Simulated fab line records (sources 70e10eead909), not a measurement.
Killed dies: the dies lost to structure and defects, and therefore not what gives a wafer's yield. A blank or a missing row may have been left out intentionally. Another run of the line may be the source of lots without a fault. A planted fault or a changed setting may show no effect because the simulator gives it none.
Matching of chambers | flow nandHarc | NHARC_THIN_TSV_DEP_47 on pecvd-01: 3 sister chambers
The step deposits SiO2, target thk 200 nm. 14 wafers are shown with their chamber, then 6 later ones without.

== WAFERS WITH THEIR CHAMBER ==
wafer  | chamber | throttleValvePct (%) | mfcPrecursorSccm (sccm)
L875.2 | 0       | 16.5                 | 162.5
L875.3 | 2       | 16.4                 | 161.7
L875.5 | 1       | 16.0                 | 162.1
L873.2 | 0       | 16.1                 | 160.8
L873.4 | 0       | 16.1                 | 161.5
L873.5 | 1       | 16.0                 | 161.6
L881.2 | 2       | 16.7                 | 161.5
L881.4 | 1       | 16.0                 | 161.8
L889.2 | 1       | 16.0                 | 162.1
L889.3 | 0       | 16.4                 | 162.0
L889.6 | 1       | 16.1                 | 162.0
L891.3 | 2       | 16.2                 | 160.7
L891.4 | 2       | 16.0                 | 161.0
L891.5 | 0       | 16.7                 | 161.4

SIGNATURES (averages over the wafers above)
reading          | chamber 0 | chamber 1 | chamber 2 | scatter within a chamber
throttleValvePct | 16.360    | 16.020    | 16.325    | 0.223
mfcPrecursorSccm | 161.640   | 161.920   | 161.225   | 0.474
Rule: for a wafer and a chamber, the distance is found by dividing, reading by reading, the gap between the wafer's reading and the chamber's mean by the reading's scatter, squaring, summing and taking the root. If the next closest chamber is less than 2 further off than the closest, the wafer can't be placed; otherwise it belongs to the closest. How the scatter is found: for the shown wafers, subtract from each reading the mean of its chamber, square and add these, divide the total by (wafers less chambers), then take the root.

== WAFERS WHOSE CHAMBER IS MISSING ==
wafer  | throttleValvePct (%) | mfcPrecursorSccm (sccm)
L892.1 | 16.3                 | 162.1
L892.2 | 16.3                 | 160.9
L892.5 | 15.8                 | 161.8
L894.3 | 16.2                 | 161.8
L894.5 | 16.3                 | 161.2
L894.6 | 16.2                 | 161.4

== EACH ONE'S CHAMBER ==
wafer  | from the rows above          | in truth
L892.1 | can't be placed: 0 or 1 or 2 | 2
L892.2 | can't be placed: 2 or 0 or 1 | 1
L892.5 | can't be placed: 1 or 0 or 2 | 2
L894.3 | can't be placed: 0 or 1 or 2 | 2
L894.5 | can't be placed: 2 or 0 or 1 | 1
L894.6 | can't be placed: 2 or 0 or 1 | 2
0 of 6 placed correctly. Cannot be placed on the basis of these rows: 6; the candidates contain the true chamber in 6. Number placed wrongly: 0.
